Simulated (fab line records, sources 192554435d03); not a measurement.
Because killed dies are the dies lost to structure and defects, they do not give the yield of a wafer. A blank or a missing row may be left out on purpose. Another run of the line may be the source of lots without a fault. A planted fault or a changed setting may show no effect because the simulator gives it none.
fab line records | flow n5Finfet
record: lots: 4 wafers: 12 lastDay: 16
route steps=1938 shown BEOL_M0_CUTY@714 BEOL_M0@715 BEOL_M4@1111 PASSIVATION@1936
lots that met no fault: from a run of the same line without faults
startH: the number of hours between the record's first day and the start of the first shown wafer of the lot | waitH: hours since the lot's step before | " unchanged from the row above | L1.1+2: one row covering several wafers at once | - no value, or no start given | * or withheld: withheld | < > ~ a bound
route shown NAME@n: names a module that has steps shown in the file, with the first one's number in the route | usual: the fault-free wafers' mean and standard deviation | same: alike in all rows | chamber/n: place in a boat | sites: each site's reading | _std_site: the values' standard deviation | _edge_site: inner sites' mean taken away from outer sites' mean | radiusMm: how far each site lies from the wafer's centre | mask NAME#n: copy n | behind: the most recent tool/chamber to have shaped the wafer | hold: reason for holding the lot/hours on hold/outcome of the hold | device: which transistor (n, p or np) failed to switch | end of line: at the end of the route, the tests of the same wafers | step lacking rows: just its recipe | killed: at the first sort, the dies lost to defects and structure; wafer yield is something else | map: the dies of a wafer, with x for killed, . for not killed, _ for no die there
set.NAME: the run value of the setting; set.NAME@STEP: its run value at that earlier step | model.NAME: the simulator's own value behind a step, which no gauge read
certain route steps with their lots: each step a table, each wafer a row
services: when a tool's chamber went out of use (startH, in hours from the record's first day, below 0 if earlier), for how many hours, and the reason
== steps ==
step: N5_BEOL_M0_CUTY_STRIP_64
recipe: chemistry: N2/H2 tempC: 40 n2FlowSccm: 200 h2FlowSccm: 200 rfFrequencyHz: 6e+07
step: N5_BEOL_M0_ETCH_138
recipe: chemistry: CH3F/O2 targetDepthA: 120 target: SiCN timeS: 31.6 ionEnergyEv: 120 pressureMtorr: 30 sourceW: 395 biasW: 75 Ar_flow_sccm: 150 CH3F_flow_sccm: 30 O2_flow_sccm: 20 ends: cleared
step: N5_BEOL_M0_HM_OPEN_105
recipe: chemistry: Cl2/BCl3 targetDepthA: 120 target: TiN ionEnergyEv: 150 pressureMtorr: 10 icpW: 1000 biasW: 126 Cl2_flow_sccm: 53.25 bcl3FlowSccm: 21.75 Ar_flow_sccm: 25
step: N5_BEOL_M0_STRIP_140
recipe: chemistry: CF4 resist: SiARC powerW: 300 biasPowerW: 75 pressureMtorr: 50 cf4FlowSccm: 150 rfFrequencyHz: 6e+07
step: N5_BEOL_M0_STRIP_104
recipe: chemistry: N2/H2 powerW: 450 tempC: 40 pressureMtorr: 20 rfFrequencyHz: 6e+07 overashFraction: 0.3 biasPowerW: 7 h2Frac: 0.5 n2FlowSccm: 200 h2FlowSccm: 200
step: N5_BEOL_M0_WET_ETCH_106
recipe: chemistry: DHF dilution: 10:1 tempC: 25 target: SiO2 targetDepthA: 1300 dry: ipaMarangoni rinseTimeS: 30 rinseTempC: 23
step: N5_BEOL_M0_ETCH_128
recipe: chemistry: CF4/N2 targetDepthA: 120 overetchA: 51 target: SiCN timeS: 21.4 ionEnergyEv: 150 pressureMtorr: 40 sourceW: 430 biasW: 70 Ar_flow_sccm: 100 cf4FlowSccm: 60 n2FlowSccm: 60
step: N5_BEOL_M0_TRENCH_ETCH_107
recipe: chemistry: C4F6/O2 targetDepthA: 328 target: SiOC timeS: 16.4 ionEnergyEv: 250 pressureMtorr: 30 sourceW: 355 biasW: 185 Ar_flow_sccm: 300 C4F6_flow_sccm: 10 O2_flow_sccm: 10
step: N5_BEOL_M0_STRIP_142
recipe: chemistry: N2/H2 timeS: 10 powerW: 450 tempC: 40 pressureMtorr: 20 rfFrequencyHz: 6e+07 biasPowerW: 7 n2FlowSccm: 200 h2FlowSccm: 200
step: N5_BEOL_M0_HM_STRIP_129
recipe: chemistry: peroxideTinStrip material: TiN targetDepthA: 170 tempC: 50 timeS: 108
step: N5_BEOL_M0_SRD_130
recipe: timeS: 30 tempC: 23 rinseLiquid: diw dry: ipaMarangoni
step: N5_BEOL_M0_ETCH_109
recipe: chemistry: CH3F/O2 targetDepthA: 80 overetchA: 24 target: SiCN timeS: 27.4 ionEnergyEv: 120 pressureMtorr: 30 sourceW: 395 biasW: 75 Ar_flow_sccm: 150 CH3F_flow_sccm: 30 O2_flow_sccm: 20
usual: CH3F_flow_sccm: 30.00/0.091 O2_flow_sccm: 20.01/0.054 drypumpMotorCurrentA: 5.6/0.48 oesProductAu: 0.65/0.06 rfVppV: 296.6/0.96 showerheadPlenumPTorr: 1.97/0.032 throttleValvePct: 16.37/0.24
columns lot.wafer tool chamber startH waitH CH3F_flow_sccm O2_flow_sccm drypumpMotorCurrentA oesProductAu rfHoursCounterH rfVppV showerheadPlenumPTorr throttleValvePct model.SiOC_of_BEOL_M0_SAQP_ILD_DEP_01.thkNm
L450.1 rieDiel-05 2 200.49 0.1 - - - - - - - - 45.2
L450.3 " 0 " " - - - - - - - - 45
L450.5 " 3 " " - - - - - - - - 45.2
L452.3 rieDiel-01 1 216.12 0.2 - - - - - - - - 45.4
L452.4 " 3 " " - - - - - - - - 46.2
L452.5 " 2 " " - - - - - - - - 46.6
L453.2 rieDiel-02 0 221.20 0.0 29.94 20.09 5.7 0.64 126 296.5 1.93 16.35 41.6
L453.3 " 3 " " 30.09 20.00 6.1 0.64 132 297.4 2.01 16.28 41.6
L453.5 " 3 " " 30.02 19.97 6.1 0.64 - 296.8 2.01 16.26 42
L451.1 rieDiel-01 3 221.33 0.0 29.98 20.04 4.8 0.62 212 297.0 1.98 16.57 42.4
L451.4 " 2 " " 29.98 20.01 5.7 0.79 23 296.2 1.96 16.31 43.2
L451.5 " 3 " " 30.11 19.95 4.8 0.63 - 297.5 1.98 16.56 43.8
step: N5_BEOL_M0_STRIP_139
recipe: chemistry: postEtchResidueRemover timeS: 60 tempC: 25 removerPh: withheld removerWaterWtPct: withheld removerFluorideWtPct: withheld
step: N5_BEOL_M0_SRD_111
recipe: timeS: 30 tempC: 23 rinseLiquid: diw dry: ipaMarangoni
step: N5_BEOL_M0_DEGAS_112
recipe: ambient: vacuum tempC: 250 timeS: 60
step: N5_BEOL_M0_PRE_CLEAN_113
recipe: gas: H2/He timeS: 30 tempC: 250
step: N5_BEOL_M0_ALD_136
recipe: material: TaN targetThkA: * tempC: 275 aldPrecursorFamily: PDMAT aldCoReactant: NH3 pressureTorr: 3 carrierFlowSccm: 1500 pulseTimeS: 2 purgeTimeS: 3 coReactantPurgeTimeS: 2 coReactantPulseTimeS: 3 aldCycles: 30 precursorVesselTempC: 75 precursorVesselPressureTorr: 26.25 precursorVesselCarrierSccm: 1000
step: N5_BEOL_M0_SURFACE_TREAT_137
recipe: gas: Ar timeS: * ionEnergyEv: * ionCurrentMaCm2: 0.5 pressureMtorr: * arFlowSccm: 30
step: N5_BEOL_M0_CVD_115
recipe: material: Co targetThkA: * tempC: withheld precursor: CCTBA/H2 pressureTorr: 30 timeS: 120
step: N5_BEOL_M0_SPUTTER_116
recipe: material: Cu targetThkA: 40 tempC: -20 chamberPressurePa: 0.07 powerW: withheld timeS: 7.37
step: N5_BEOL_M0_ANNEAL_117
recipe: tempC: 400 timeS: 60 ambient: vacuum
step: N5_BEOL_M0_SPUTTER_132
recipe: material: Cu targetThkA: 40 tempC: -20 chamberPressurePa: 0.07 powerW: withheld timeS: 7.37
step: N5_BEOL_M0_ANNEAL_133
recipe: tempC: 400 timeS: 60 ambient: vacuum
step: N5_BEOL_M0_SPUTTER_134
recipe: material: Cu targetThkA: 40 tempC: -20 chamberPressurePa: 0.07 powerW: withheld timeS: 7.37
step: N5_BEOL_M0_ANNEAL_135
recipe: tempC: 400 timeS: 60 ambient: vacuum
step: N5_BEOL_M0_SPUTTER_141
recipe: material: Cu targetThkA: 40 tempC: -20 chamberPressurePa: 0.07 powerW: withheld timeS: 7.37
step: N5_BEOL_M0_ECD_118
recipe: material: Cu targetThkA: 3000
step: N5_BEOL_M0_ANNEAL_119
recipe: tempC: 225 timeS: 90 ambient: N2
step: N5_BEOL_M0_CMP_120
recipe: stopOn: SiOC tOverpolishS: 6.9 downForcePsi: 1 platenRpm: 50 clearingPlatenDownForcePsi: 1.5 clearingPlatenRpm: 50 postCmpClean: cuAlkaline clearingPlatenPadVelocityMS: 0.99484 padVelocityMS: 0.99484
usual: motorCurrentA: 5.8/0.61 platenRpm: 50.00/0.033
columns lot.wafer tool chamber startH waitH motorCurrentA platenRpm model.SiOC_of_BEOL_M0_SAQP_ILD_DEP_01.thkNm
L450.1 cmp-04 3 204.43 0.3 5.5 50.05 42
L450.3 " 2 " " 6.0 50.04 41.8
L450.5 " 3 " " 5.5 50.01 42
L452.3 cmp-04 2 221.67 0.2 5.5 49.96 42.4
L452.4 " 3 " " 5.2 49.97 43
L452.5 " 2 " " 5.6 50.01 43.4
L453.3 cmp-02 1 223.46 0.2 5.8 50.00 38.6
L453.2 " 0 " " 5.0 50.03 38.6
L453.5 " 1 " " 6.1 50.02 39
L451.1 cmp-02 2 223.84 0.3 5.2 50.01 39.4
L451.4 " 0 " " 5.5 50.03 40
L451.5 " 1 " " 5.4 50.00 40.6
step: N5_BEOL_M0_PRE_CLEAN_131
recipe: gas: NH3/H2 timeS: 15 tempC: * rfPowerW: 300
step: N5_BEOL_M0_CO_CAP_123
recipe: material: Co targetThkA: 20 tempC: 200 precursor: CCTBA/H2 pressureTorr: 30 timeS: 102.1
step: N5_BEOL_M0_PRE_CLEAN_124
recipe: gas: NH3 timeS: 15 tempC: withheld rfPowerW: 300
step: N5_BEOL_M0_DEP_125
recipe: material: SiCN targetThkA: 80 tempC: withheld precursor: 3MS/NH3 pressureTorr: 3 rfW: 202 timeS: 14
step: N5_BEOL_M0_RS_MEAS_126
recipe: thkMeasGauge: four-point-probe reads: Co_of_BEOL_M0_CO_CAP_123+Cu_of_BEOL_M0_ECD_118+Co_of_BEOL_M0_CVD_115+TaN_of_BEOL_M0_ALD_136
usual: M0_RS: 0.531/0.017
columns lot.wafer tool chamber startH waitH M0_RS[ohm/sq]
L450.1 filmMetro-01 - 204.98 0.0 0.600
L450.3 " - " " 0.626
L450.5 " - " " 0.611
L452.3 filmMetro-01 - 222.23 0.1 0.588
L452.4 " - " " 0.577
L452.5 " - " " 0.563
L453.2 filmMetro-02 - 224.04 0.1 0.556
L453.3 " - " " 0.563
L453.5 " - " " 0.553
L451.1 filmMetro-02 - 224.36 0.0 0.534
L451.4 " - " " 0.525
L451.5 " - " " 0.516
step: N5_BEOL_M4_RC_MEAS_101
usual: DIBL_N: 36.5/1.4 DIBL_P: 36.5/1.6 IOFF_N: 0.163/0.022 IOFF_P: 0.219/0.029 ION_N: 675/8.3 ION_P: 464/6.2 SS_N: 71.5/0.52 SS_P: 73.4/0.57 VT_N: 249.7/2.6 VT_P: -250/3
columns lot.wafer tool chamber startH waitH DIBL_N[mV/V] DIBL_P[mV/V] IOFF_N[nA/um] IOFF_P[nA/um] ION_N[uA/um] ION_P[uA/um] SS_N[mV/dec] SS_P[mV/dec] VT_N[mV] VT_P[mV]
L453.2 prober-02 0 272.07 0.2 37.1 37.8 0.176 0.255 689 472 71.9 74.0 248.2 -246
L453.3 " 0 " " 36.8 37.0 0.186 0.239 685 466 71.5 73.9 244.8 -247
L453.5 " 0 " " 37.0 37.2 0.177 0.246 686 472 72.0 73.8 248.6 -246
L451.1 prober-01 0 279.25 0.0 37.9 36.0 0.168 0.196 684 459 71.8 73.7 249.6 -253
L451.4 " 0 " " 38.9 37.0 0.189 0.216 688 461 71.8 74.8 247.1 -255
L451.5 " 0 " " 38.3 36.9 0.174 0.210 679 460 71.2 74.4 248.3 -252
step: N5_PASSIVATION_PROBE_49
usual: defectLimitedYield: 91.2/1.6 killed_at_M0_to_M3: 33/11 killed_at_M4_up: 15/6.2 killedAtContacts: 15/7.1 killedAtFrontEnd: 38/12 killedAtOther: 4/3.5 killedDies: 104/19 killedOnRim: 14/4 killedOpen: 69/14 killedShort: 34/8.5 sort_bin_5_function: 5.2/0.99 sort_bin_6_memory: 3.3/0.77 sortNPass: 1076/19 sortYieldPct: 91.2/1.6
same: grossDies: 1180 killedAtBackSide: 0 sort_bin_4_leakage[%]: 0 sort_bin_8_speed[%]: 0
columns lot.wafer tool chamber startH waitH defectLimitedYield[%] killed_at_M0_to_M3 killed_at_M4_up killedAtContacts killedAtFrontEnd killedAtOther killedDies killedOnRim killedOpen killedShort sort_bin_5_function[%] sort_bin_6_memory[%] sortNPass sortYieldPct[%]
L452.3 prober-02 - 370.39 0.8 0 1110 21 8 41 0 1180 152 74 43 95.6 4.0 0 0
L452.4 prober-02 - 370.44 0.9 0 1119 17 10 34 0 1180 152 58 28 96.9 2.8 0 0
L452.5 prober-02 - 370.49 0.9 0 1117 13 12 37 1 1180 152 60 18 98.0 2.0 0 0
L450.1 prober-02 - 375.12 0.0 0 1087 20 14 51 8 1180 152 93 43 96.2 3.4 0 0
L450.3 prober-02 - 375.22 0.1 0 1073 13 9 82 3 1180 152 84 44 95.5 4.1 0 0
L450.5 prober-02 - 375.32 0.2 0 1091 12 8 61 8 1180 152 66 53 95.4 4.0 0 0
killed by level:class
L452.3 BEOL_M0:areaEtch=1062 BEOL_M4:geometricParticle:open=12 BEOL_M2:geometricParticle:short=10 BEOL_M0:geometricParticle:open=9 BEOL_M0_SAQP:geometricParticle:short=9 DUMMY_GATE:geometricParticle:open=8 BEOL_M2:geometricParticle:open=8 MOL_CONTACT_COAG:geometricParticle:open=7
L452.4 BEOL_M0:areaEtch=1093 FIN_SAQP:geometricParticle:open=12 BEOL_M4:geometricParticle:open=10 MOL_CONTACT_COAG:geometricParticle:open=8 BEOL_M2:geometricParticle:open=7 BEOL_M2:geometricParticle:short=7 STI_FIN_REVEAL:geometricParticle:open=5 FIN_SAQP:geometricParticle:short=4
L452.5 BEOL_M0:areaEtch=1100 MOL_CONTACT_COAG:geometricParticle:open=12 FIN_SAQP:geometricParticle:open=10 DUMMY_GATE:geometricParticle:open=8 BEOL_M1:geometricParticle:open=6 BEOL_M4:geometricParticle:open=5 GATE_CUT:geometricParticle:short=4 FIN_SAQP:geometricParticle:short=3
L450.1 BEOL_M0:areaEtch=1042 STI_FIN_REVEAL:geometricParticle:open=16 FIN_SAQP:geometricParticle:open=11 MOL_CONTACT_COAG:geometricParticle:open=11 BEOL_M3:geometricParticle:open=8 BEOL_M0_SAQP:geometricParticle:short=8 BEOL_M0_SAQP:geometricParticle:open=7 FIN_SAQP:geometricParticle:short=6
L450.3 BEOL_M0:areaEtch=1051 FIN_SAQP:geometricParticle:open=24 STI_FIN_REVEAL:geometricParticle:open=20 FIN_SAQP:geometricParticle:short=15 STI_FIN_REVEAL:geometricParticle:short=9 MOL_CONTACT_COAG:geometricParticle:open=7 BEOL_M0_SAQP:geometricParticle:open=6 BEOL_M4:geometricParticle:open=5
L450.5 BEOL_M0:areaEtch=1061 STI_FIN_REVEAL:geometricParticle:open=15 FIN_SAQP:geometricParticle:short=14 FIN_SAQP:geometricParticle:open=10 BEOL_M0_SAQP:geometricParticle:short=9 BEOL_M1:geometricParticle:open=7 MOL_CONTACT_COAG:geometricParticle:open=6 STARTING-WAFER:geometricParticle:open=4
map L450.1 (x killed, . not)
_________________xxxxxxxxxxxx________________
______________xxxxxxxxxxxxxxxxxx_____________
___________xxxxxxxxxxxxxxxxxxxxxxxx__________
__________xxxxxxxxxxxxxxxxxxxxxxxxxx_________
________xxxxxxxxxxxxxxxxxxxxxxxxxxxxxx_______
_______xxxxxxxxxxxxxxxxxxxxxxxxxxxxxxxx______
______xxxxxxxxxxxxxxxxxxxxxxxxxxxxxxxxxx_____
_____xxxxxxxxxxxxxxxxxxxxxxxxxxxxxxxxxxxx____
____xxxxxxxxxxxxxxxxxxxxxxxxxxxxxxxxxxxxxx___
___xxxxxxxxxxxxxxxxxxxxxxxxxxxxxxxxxxxxxxxx__
___xxxxxxxxxxxxxxxxxxxxxxxxxxxxxxxxxxxxxxxx__
__xxxxxxxxxxxxxxxxxxxxxxxxxxxxxxxxxxxxxxxxxx_
__xxxxxxxxxxxxxxxxxxxxxxxxxxxxxxxxxxxxxxxxxx_
_xxxxxxxxxxxxxxxxxxxxxxxxxxxxxxxxxxxxxxxxxxxx
_xxxxxxxxxxxxxxxxxxxxxxxxxxxxxxxxxxxxxxxxxxxx
_xxxxxxxxxxxxxxxxxxxxxxxxxxxxxxxxxxxxxxxxxxxx
_xxxxxxxxxxxxxxxxxxxxxxxxxxxxxxxxxxxxxxxxxxxx
_xxxxxxxxxxxxxxxxxxxxxxxxxxxxxxxxxxxxxxxxxxxx
_xxxxxxxxxxxxxxxxxxxxxxxxxxxxxxxxxxxxxxxxxxxx
_xxxxxxxxxxxxxxxxxxxxxxxxxxxxxxxxxxxxxxxxxxxx
_xxxxxxxxxxxxxxxxxxxxxxxxxxxxxxxxxxxxxxxxxxxx
__xxxxxxxxxxxxxxxxxxxxxxxxxxxxxxxxxxxxxxxxxx_
__xxxxxxxxxxxxxxxxxxxxxxxxxxxxxxxxxxxxxxxxxx_
___xxxxxxxxxxxxxxxxxxxxxxxxxxxxxxxxxxxxxxxx__
___xxxxxxxxxxxxxxxxxxxxxxxxxxxxxxxxxxxxxxxx__
____xxxxxxxxxxxxxxxxxxxxxxxxxxxxxxxxxxxxxx___
_____xxxxxxxxxxxxxxxxxxxxxxxxxxxxxxxxxxxx____
______xxxxxxxxxxxxxxxxxxxxxxxxxxxxxxxxxx_____
_______xxxxxxxxxxxxxxxxxxxxxxxxxxxxxxxx______
________xxxxxxxxxxxxxxxxxxxxxxxxxxxxxx_______
__________xxxxxxxxxxxxxxxxxxxxxxxxxx_________
___________xxxxxxxxxxxxxxxxxxxxxxxx__________
______________xxxxxxxxxxxxxxxxxx_____________
_________________xxxxxxxxxxxx________________
map L452.3 (x killed, . not)
_________________xxxxxxxxxxxx________________
______________xxxxxxxxxxxxxxxxxx_____________
___________xxxxxxxxxxxxxxxxxxxxxxxx__________
__________xxxxxxxxxxxxxxxxxxxxxxxxxx_________
________xxxxxxxxxxxxxxxxxxxxxxxxxxxxxx_______
_______xxxxxxxxxxxxxxxxxxxxxxxxxxxxxxxx______
______xxxxxxxxxxxxxxxxxxxxxxxxxxxxxxxxxx_____
_____xxxxxxxxxxxxxxxxxxxxxxxxxxxxxxxxxxxx____
____xxxxxxxxxxxxxxxxxxxxxxxxxxxxxxxxxxxxxx___
___xxxxxxxxxxxxxxxxxxxxxxxxxxxxxxxxxxxxxxxx__
___xxxxxxxxxxxxxxxxxxxxxxxxxxxxxxxxxxxxxxxx__
__xxxxxxxxxxxxxxxxxxxxxxxxxxxxxxxxxxxxxxxxxx_
__xxxxxxxxxxxxxxxxxxxxxxxxxxxxxxxxxxxxxxxxxx_
_xxxxxxxxxxxxxxxxxxxxxxxxxxxxxxxxxxxxxxxxxxxx
_xxxxxxxxxxxxxxxxxxxxxxxxxxxxxxxxxxxxxxxxxxxx
_xxxxxxxxxxxxxxxxxxxxxxxxxxxxxxxxxxxxxxxxxxxx
_xxxxxxxxxxxxxxxxxxxxxxxxxxxxxxxxxxxxxxxxxxxx
_xxxxxxxxxxxxxxxxxxxxxxxxxxxxxxxxxxxxxxxxxxxx
_xxxxxxxxxxxxxxxxxxxxxxxxxxxxxxxxxxxxxxxxxxxx
_xxxxxxxxxxxxxxxxxxxxxxxxxxxxxxxxxxxxxxxxxxxx
_xxxxxxxxxxxxxxxxxxxxxxxxxxxxxxxxxxxxxxxxxxxx
__xxxxxxxxxxxxxxxxxxxxxxxxxxxxxxxxxxxxxxxxxx_
__xxxxxxxxxxxxxxxxxxxxxxxxxxxxxxxxxxxxxxxxxx_
___xxxxxxxxxxxxxxxxxxxxxxxxxxxxxxxxxxxxxxxx__
___xxxxxxxxxxxxxxxxxxxxxxxxxxxxxxxxxxxxxxxx__
____xxxxxxxxxxxxxxxxxxxxxxxxxxxxxxxxxxxxxx___
_____xxxxxxxxxxxxxxxxxxxxxxxxxxxxxxxxxxxx____
______xxxxxxxxxxxxxxxxxxxxxxxxxxxxxxxxxx_____
_______xxxxxxxxxxxxxxxxxxxxxxxxxxxxxxxx______
________xxxxxxxxxxxxxxxxxxxxxxxxxxxxxx_______
__________xxxxxxxxxxxxxxxxxxxxxxxxxx_________
___________xxxxxxxxxxxxxxxxxxxxxxxx__________
______________xxxxxxxxxxxxxxxxxx_____________
_________________xxxxxxxxxxxx________________
== services ==
columns tool chamber startH hours kind
cmp-02 - 183.81 2.2 repair
rieDiel-05 1 184.07 - clean
rieDiel-05 1 184.07 - consumableReplace:focusRing
rieDiel-05 1 184.07 21.9 scheduledDown
rieDiel-05 1 184.07 21.9 ventCycle
rieDiel-01 0 205.00 10.7 repair
rieDiel-05 3 217.36 2.8 repair
rieDiel-05 0 221.67 - clean
rieDiel-05 0 221.67 - consumableReplace:focusRing
rieDiel-05 0 221.67 19.9 scheduledDown
rieDiel-05 0 221.67 19.9 ventCycle
== key ==
firstSign: step: N5_BEOL_M0_ETCH_109 reading: toolRecord direction: missing
effect: step: N5_BEOL_M0_RS_MEAS_126 reading: M0_RS direction: up sigmas: 3.8 usual: 0.531 struck: 0.594
effect: step: N5_PASSIVATION_PROBE_49 reading: killed_at_M0_to_M3 direction: up sigmas: 99+ usual: 33 struck: 1100
modelEffect: step: N5_BEOL_M0_ETCH_109 value: SiOC_of_BEOL_M0_SAQP_ILD_DEP_01.thkNm without: 42.67 struck: 45.6
modelEffect: step: N5_BEOL_M0_CMP_120 value: SiOC_of_BEOL_M0_SAQP_ILD_DEP_01.thkNm without: 39.57 struck: 42.43
moreKillsBornAt: N5_BEOL_M0_ETCH_109@rieDiel-01: 3255 N5_BEOL_M0_ETCH_109@rieDiel-05: 3154
metAt N5_BEOL_M0_ETCH_109
struckWafers L450.1,L450.3,L450.5,L452.3,L452.4,L452.5
laterRowsLeftOut L450.1,L450.3,L450.5,L452.3,L452.4,L452.5
fault: kind: skippedStepWhole tool: rieDiel-01,rieDiel-05 chamber: - onsetH: 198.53 steps: N5_BEOL_M0_ETCH_109 scope: struckLotsOnly
laterRowsLeftOut: the simulator's readings of these wafers behind a module that went badly wrong aren't trusted and aren't shown, but for the sort
